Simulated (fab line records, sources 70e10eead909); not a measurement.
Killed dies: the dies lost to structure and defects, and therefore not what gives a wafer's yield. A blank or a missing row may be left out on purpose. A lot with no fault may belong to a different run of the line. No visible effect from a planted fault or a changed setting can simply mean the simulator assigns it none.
Commonality check across tools -- flow nandHarc -- Lots sampled 11, wafers sampled 33

## REASON FOR OPENING
On 2 of the 11 lots, a flag is raised at NHARC_A_CONTACT_CD_MEAS_42 on the reading cdNm. No-fault wafers: 200.0 nm, standard deviation 0.65.
Rule: a lot is flagged in two cases, either no wafer of it has a number, or all its wafers with numbers fall more than 4 standard deviations from that mean. As for the other lots, they are considered sound.

lot,measured,on,"cdNm (nm), wafer by wafer",flag
L460,day 16 14:45,cdSem-01,200.0 199.4 199.2,
L462,day 16 17:00,cdSem-01,199.4 199.8 200.1,
L464,day 16 18:45,cdSem-01,199.1 199.1 199.5,
L463,day 17 00:42,cdSem-03,199.8 200.3 200.1,
L466,day 17 18:50,cdSem-03,200.3 200.2 200.4,
L465,day 18 02:10,cdSem-03,199.8 198.7 199.4,
L469,day 18 21:53,cdSem-02,200.3 201.2 200.4,
L474,day 19 22:41,cdSem-01,199.7 199.6 200.4,
L476,day 20 14:25,cdSem-01,201.6 201.1 200.3,
L478,day 20 20:29,cdSem-02,213.2 213.1 213.4,FLAGGED
L481,day 21 17:09,cdSem-02,211.1 211.6 211.6,FLAGGED
The mean of the flagged lots' numbers is 212.3 nm, +12.3 nm from the usual (+19 standard deviations).

## WHICH TOOL EACH LOT WENT THROUGH
Before the reading, the record contains 2 process steps out of a 1159-step route. Each cell gives the tool, then ch followed by the chambers the sampled wafers passed through, then the start.
lot,flag,NHARC_A_WL_FILL_CVD_03,NHARC_A_CONTACT_EXPOSE_39
L460,,"cvdW-02 ch 0,1, day 15 03:41","arfiScanner-01 ch 0, day 16 14:37"
L462,,"cvdW-01 ch 0,1, day 15 12:24","arfiScanner-02 ch 0, day 16 16:52"
L464,,"cvdW-02 ch 0,1, day 15 12:06","arfiScanner-01 ch 0, day 16 18:37"
L463,,"cvdW-01 ch 0,1, day 15 18:16","arfiScanner-03 ch 0, day 17 00:34"
L466,,"cvdW-02 ch 0,1, day 16 11:37","arfiScanner-03 ch 0, day 17 18:42"
L465,,"cvdW-01 ch 0,1, day 17 00:44","arfiScanner-03 ch 0, day 18 02:01"
L469,,"cvdW-02 ch 0,1, day 17 11:21","arfiScanner-03 ch 0, day 18 21:46"
L474,,"cvdW-01 ch 0,1, day 18 14:53","arfiScanner-03 ch 0, day 19 22:33"
L476,,"cvdW-01 ch 0,1, day 19 07:23","arfiScanner-01 ch 0, day 20 14:16"
L478,FLAGGED,"cvdW-02 ch 0,1, day 19 11:06","arfiScanner-03 ch 0, day 20 20:21"
L481,FLAGGED,"cvdW-01 ch 0,1, day 20 03:49","arfiScanner-03 ch 0, day 21 17:01"
What the steps here do:
- NHARC_A_WL_FILL_CVD_03: deposits W, target thk 40 nm, time 3302 s.
- NHARC_A_CONTACT_EXPOSE_39: exposes mask A CC 3.
- NHARC_A_CONTACT_CD_MEAS_42: target cd 200 nm.

## FLAGGED AGAINST TOTAL, ONE TOOL AT A TIME (gauges that did the reading follow at the end)
step,tool,lots run,flagged,share of the flagged lots,sound lots run after its first flagged lot
NHARC_A_WL_FILL_CVD_03,cvdW-01,6,1,some,0
NHARC_A_WL_FILL_CVD_03,cvdW-02,5,1,some,0
NHARC_A_CONTACT_EXPOSE_39,arfiScanner-01,3,0,none,-
NHARC_A_CONTACT_EXPOSE_39,arfiScanner-02,1,0,none,-
NHARC_A_CONTACT_EXPOSE_39,arfiScanner-03,7,2,all,0
NHARC_A_CONTACT_CD_MEAS_42,cdSem-01,5,0,none,-
NHARC_A_CONTACT_CD_MEAS_42,cdSem-02,3,2,all,0
NHARC_A_CONTACT_CD_MEAS_42,cdSem-03,3,0,none,-

## WHAT THE TABLE PERMITS
arfiScanner-03 at NHARC_A_CONTACT_EXPOSE_39 and cdSem-02 at NHARC_A_CONTACT_CD_MEAS_42 are the 2 rows of the table that ran each flagged lot.
- arfiScanner-03 at NHARC_A_CONTACT_EXPOSE_39: 2 of its 7 lots flagged. It ran its last sound lot, L474, at day 19 22:33 and its first flagged lot, L478, at day 20 20:21: a fault with its onset between the two fits. Its own readings lie more than 4 standard deviations out on every wafer of the flagged lots: exposureDoseMJCm2.
- cdSem-02 at NHARC_A_CONTACT_CD_MEAS_42: 2 of its 3 lots flagged. It ran its last sound lot, L469, at day 18 21:53 and its first flagged lot, L478, at day 20 20:29: a fault with its onset between the two fits.
Counting lots can't tell these 2 tools apart, because each fits a fault that began at some hour. More lots, or a look at what each step does to the wafer, might.

## WHAT THE SIMULATOR HAD INSERTED
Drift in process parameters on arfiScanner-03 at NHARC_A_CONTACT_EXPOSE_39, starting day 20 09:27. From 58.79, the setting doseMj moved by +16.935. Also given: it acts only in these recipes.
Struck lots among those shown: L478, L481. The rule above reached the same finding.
